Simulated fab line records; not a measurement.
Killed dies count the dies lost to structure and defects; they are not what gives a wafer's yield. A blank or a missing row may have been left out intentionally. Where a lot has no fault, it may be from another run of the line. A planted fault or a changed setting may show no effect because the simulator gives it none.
Chamber matching + flow nand harc + NHARC_A_M1_ETCH_35 on rie diel-08 has 4 sister chambers
The step etches the open film in N2/H2, target depth 40 nm, overetch 12 nm, time 43.94 s. 16 wafers are shown with their chamber, then 8 later ones without.

## WAFERS PAIRED WITH THEIR CHAMBERS
| wafer  | chamber | showerhead plenum p Torr (Torr) | drypump motor current A (A) | rf vpp V (V) |
|--------|---------|---------------------------------|-----------------------------|--------------|
| L076.1 | 1       | 2.00                            | 5.6                         | 428.7        |
| L076.2 | 0       | 2.09                            | 6.1                         | 432.9        |
| L076.3 | 2       | 1.89                            | 6.2                         | 427.7        |
| L076.4 | 3       | 2.18                            | 5.4                         | 435.5        |
| L076.5 | 0       | 2.09                            | 6.1                         | 431.7        |
| L076.6 | 3       | 2.18                            | 5.4                         | 432.9        |
| L084.3 | 0       | 2.08                            | 6.2                         | 431.3        |
| L084.4 | 1       | 2.00                            | 5.6                         | 429.7        |
| L084.5 | 1       | 2.00                            | 5.6                         | 430.7        |
| L091.1 | 2       | 1.89                            | 6.2                         | 427.4        |
| L091.2 | 0       | 2.08                            | 6.1                         | 432.6        |
| L091.6 | 0       | 2.08                            | 6.1                         | 431.0        |
| L090.2 | 3       | 2.18                            | 5.5                         | 435.4        |
| L090.4 | 3       | 2.18                            | 5.4                         | 434.5        |
| L090.6 | 1       | 2.00                            | 5.6                         | 428.9        |
| L093.1 | 0       | 2.08                            | 6.1                         | 429.4        |

SIGNATURES (averages over the wafers above)
| reading                  | chamber 0 | chamber 1 | chamber 2 | chamber 3 | scatter within a chamber |
|--------------------------|-----------|-----------|-----------|-----------|--------------------------|
| showerhead plenum p Torr | 2.0833    | 2.0000    | 1.8900    | 2.1800    | 0.00333                  |
| drypump motor current A  | 6.117     | 5.600     | 6.200     | 5.425     | 0.0363                   |
| rf vpp V                 | 431.483   | 429.500   | 427.550   | 434.575   | 1.11                     |
Rule: a wafer lies at a distance from a chamber equal to the root of the sum of squares, over the readings, of (its reading less the chamber's mean, divided by the reading's scatter). If the next closest chamber is less than 2 further off than the closest, the wafer can't be placed; otherwise it belongs to the closest. The scatter: the root of (the sum of the squares of (reading less its chamber's mean) over the shown wafers, divided by (wafers less chambers)).

## WAFERS MISSING THEIR CHAMBER
| wafer  | showerhead plenum p Torr (Torr) | drypump motor current A (A) | rf vpp V (V) |
|--------|---------------------------------|-----------------------------|--------------|
| L093.2 | 2.00                            | 5.6                         | 428.3        |
| L093.3 | 2.18                            | 5.4                         | 434.1        |
| L093.4 | 1.89                            | 6.2                         | 426.3        |
| L093.5 | 2.00                            | 5.6                         | 427.8        |
| L093.6 | 2.08                            | 6.2                         | 431.3        |
| L097.1 | 2.08                            | 6.1                         | 433.1        |
| L097.2 | 1.89                            | 6.2                         | 426.0        |
| L097.5 | 2.08                            | 6.1                         | 431.4        |

## WHICH CHAMBER EACH WENT THROUGH
| wafer  | from the rows above | in truth |
|--------|---------------------|----------|
| L093.2 | 1                   | 1        |
| L093.3 | 3                   | 3        |
| L093.4 | 2                   | 2        |
| L093.5 | 1                   | 1        |
| L093.6 | 0                   | 0        |
| L097.1 | 0                   | 0        |
| L097.2 | 2                   | 2        |
| L097.5 | 0                   | 0        |
Correct placement for 8 of the 8. Left unplaced by these rows: 0. Placed wrongly: 0.
